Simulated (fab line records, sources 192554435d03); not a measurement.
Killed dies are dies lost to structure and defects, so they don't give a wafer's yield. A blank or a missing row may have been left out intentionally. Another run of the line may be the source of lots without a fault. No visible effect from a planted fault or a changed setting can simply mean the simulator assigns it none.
One fault seen from 3 desks -- flow n5 finfet -- each desk holds nothing but its own numbers, with what lay behind them at the end

## FOR THE TOOL OWNER'S DESK: euv scanner-02
The tool's own readings at N5_BEOL_M9_EXPOSE_25 (exposes mask V8): means of the sampled wafers that have a number, for each lot that ran on this tool. A lot is out of limits, marked OUT, if its mean lies more than 4 standard deviations from the usual mean; the brackets give that distance.
Columns: A = exposure dose mJ cm2 at N5_BEOL_M9_EXPOSE_25, usual 37.12; B = stage msd nm at N5_BEOL_M9_EXPOSE_25, usual 0.818 nm
lot,first seen here,A,B
L313,day 9 22:45,37.11,0.817
L316,day 10 13:45,37.20,0.817
L317,day 11 10:48,37.11,0.819
L324,day 12 18:19,31.79 (-99 or more) OUT,0.823
L322,day 12 20:38,32.86 (-99 or more) OUT,0.822
Finding of this desk: L322, L324 out of limits; the first was L324 at day 12 18:19, on exposure dose mJ cm2 at N5_BEOL_M9_EXPOSE_25. Within limits: L313, L316, L317.

## AT THE METROLOGY DESK
What the gauges read, lot by lot, whatever tool the lot ran on: means of the sampled wafers that have a number. A lot is out of limits, marked OUT, if its mean lies more than 4 standard deviations from the usual mean; the brackets give that distance.
Columns: A = cd nm at N5_BEOL_M9_CD_MEAS_28, usual 70.05 nm; B = cd nm at N5_BEOL_M9_CD_MEAS_35, usual 70.2 nm
lot,first seen here,A,B
L312,day 9 13:55,69.82,69.7
L313,day 9 22:52,69.99,70.1
L314,day 10 01:08,69.92,70.1
L316,day 10 13:52,70.40,69.8
L318,day 11 04:33,70.02,70.5
L317,day 11 10:56,70.01,69.6
L324,day 12 18:27,66.19 (-14) OUT,69.7
L322,day 12 20:44,66.97 (-11) OUT,69.9
L326,day 13 04:37,70.24,70.1
L327,day 14 00:40,69.91,70.4
L329,day 14 00:59,70.02,70.5
L332,day 15 07:10,70.02,69.6
Finding of this desk: L322, L324 out of limits; the first was L324 at day 12 18:27, on cd nm at N5_BEOL_M9_CD_MEAS_28. Within limits: L312, L313, L314, L316, L318, L317, L326, L327, L329, L332.

## THE DEFECT DESK
For each lot, the counts of the inspections along the route, averaged over the sampled wafers that have a number. A lot is out of limits, marked OUT, if its mean lies more than 4 standard deviations from the usual mean; the brackets give that distance.
Columns: A = raw defect count at N5_BEOL_M9_INSPECT_30, usual 403
lot,first seen here,A
L312,day 9 14:00,436
L313,day 9 22:57,415
L314,day 10 01:13,462
L316,day 10 13:58,420
L318,day 11 04:38,437
L317,day 11 11:01,484
L324,day 12 18:32,436
L322,day 12 20:50,426
L326,day 13 04:42,499
L327,day 14 00:44,361
L329,day 14 01:05,360
L332,day 15 07:15,304
This desk found nothing out of limits on any of the 12 lots.

## TAKEN TOGETHER
The tool owner's desk could have raised an alarm at day 12 18:19, on L322, L324.
An alarm was possible from the metrology desk at day 12 18:27, on L322, L324.
No out-of-limits result turned up at the defect desk.
The defect desk has L322, L324 on record, within its limits.
The lots listed all ran N5_BEOL_M9_EXPOSE_25 on euv scanner-02.

## WHAT WAS PUT IN BY THE SIMULATOR
Drift in process parameters on euv scanner-02 at N5_BEOL_M9_EXPOSE_25, starting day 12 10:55. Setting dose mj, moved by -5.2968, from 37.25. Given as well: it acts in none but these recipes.
Struck lots among those shown: L322, L324.
Hours from the fault's start to each desk's first reading out of limits: the tool owner's desk, 7; the metrology desk, 8.
